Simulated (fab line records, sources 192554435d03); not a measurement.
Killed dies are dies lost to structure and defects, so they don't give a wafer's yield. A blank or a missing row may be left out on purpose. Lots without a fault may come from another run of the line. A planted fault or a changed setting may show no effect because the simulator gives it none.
One fault seen from 2 desks | flow n5_finfet | each desk has only its own numbers; what lay behind them comes last

THE METROLOGY DESK
What the gauges read, lot by lot, whatever tool the lot ran on: means of the sampled wafers that have a number. A lot is out of limits, marked OUT, if its mean lies more than 4 standard deviations from the usual mean; the brackets give that distance.
Columns: A = M8_ILD_THK at N5_BEOL_M8_THK_MEAS_01, usual 155.2 nm
lot  | first seen here | A
L763 | day 9 18:53     | 155.7
L761 | day 10 02:34    | 154.7
L765 | day 10 10:40    | 155.7
L766 | day 10 10:57    | 155.3
L767 | day 10 13:46    | 156.0
L771 | day 11 18:48    | 146.7 (-4.0) OUT
L777 | day 13 09:39    | 157.0
L782 | day 14 13:41    | 153.0
L781 | day 14 13:49    | 154.9
L783 | day 15 06:14    | 157.2
This desk's finding: out of limits on L771; first on L771, day 11 18:48 (M8_ILD_THK at N5_BEOL_M8_THK_MEAS_01). In limits: L763, L761, L765, L766, L767, L777, L782, L781, L783.

THE TOOL OWNER'S DESK: pecvd-02
The tool's own readings at N5_BEOL_M8_ILD_DEP_00 (deposits SiCOH lowk from DEMS/porogen, target thk 179.75 nm, time 33.4 s): means of the sampled wafers that have a number, for each lot that ran on this tool. A lot is out of limits, marked OUT, if its mean lies more than 4 standard deviations from the usual mean; the brackets give that distance.
Columns: A = heater_power_outer_w at N5_BEOL_M8_ILD_DEP_00, usual 140 W; B = heater_power_w at N5_BEOL_M8_ILD_DEP_00, usual 309 W; C = showerhead_plenum_p_Torr at N5_BEOL_M8_ILD_DEP_00, usual 5.745 Torr; D = showerhead_vpp_V at N5_BEOL_M8_ILD_DEP_00, usual 1375 V; E = susceptor_temp_C at N5_BEOL_M8_ILD_DEP_00, usual 299.99 C; F = throttle_valve_pct at N5_BEOL_M8_ILD_DEP_00, usual 13.9 %
lot  | first seen here | A   | B   | C     | D    | E                | F
L763 | day 9 18:18     | 137 | 293 | 5.744 | 1376 | 299.91           | 13.9
L761 | day 10 01:59    | 172 | 379 | 5.737 | 1342 | 299.94           | 14.0
L765 | day 10 10:05    | 176 | 367 | 5.738 | 1346 | 300.13           | 13.5
L766 | day 10 10:22    | 156 | 351 | 5.735 | 1326 | 300.07           | 14.5
L771 | day 11 18:13    | 182 | 379 | 5.744 | 1362 | 309.13 (+48) OUT | 14.3
L782 | day 14 13:06    | 149 | 315 | 5.752 | 1385 | 300.05           | 13.6
This desk's finding: out of limits on L771; first on L771, day 11 18:13 (susceptor_temp_C at N5_BEOL_M8_ILD_DEP_00). In limits: L763, L761, L765, L766, L782.

PUT TOGETHER
The tool owner's desk could have raised an alarm at day 11 18:13, on L771.
The metrology desk could have raised an alarm at day 11 18:48, on L771.
Of the lots named, all ran N5_BEOL_M8_ILD_DEP_00 on pecvd-02.

WHAT THE SIMULATOR HAD PUT IN
Process parameter drift: pecvd-02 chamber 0, from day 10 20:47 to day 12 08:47, at N5_BEOL_M8_ILD_DEP_00. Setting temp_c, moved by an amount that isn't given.
Lots struck among those shown: L771.
Hours from the fault's start to each desk's first reading out of limits: the tool owner's desk, 21; the metrology desk, 22.
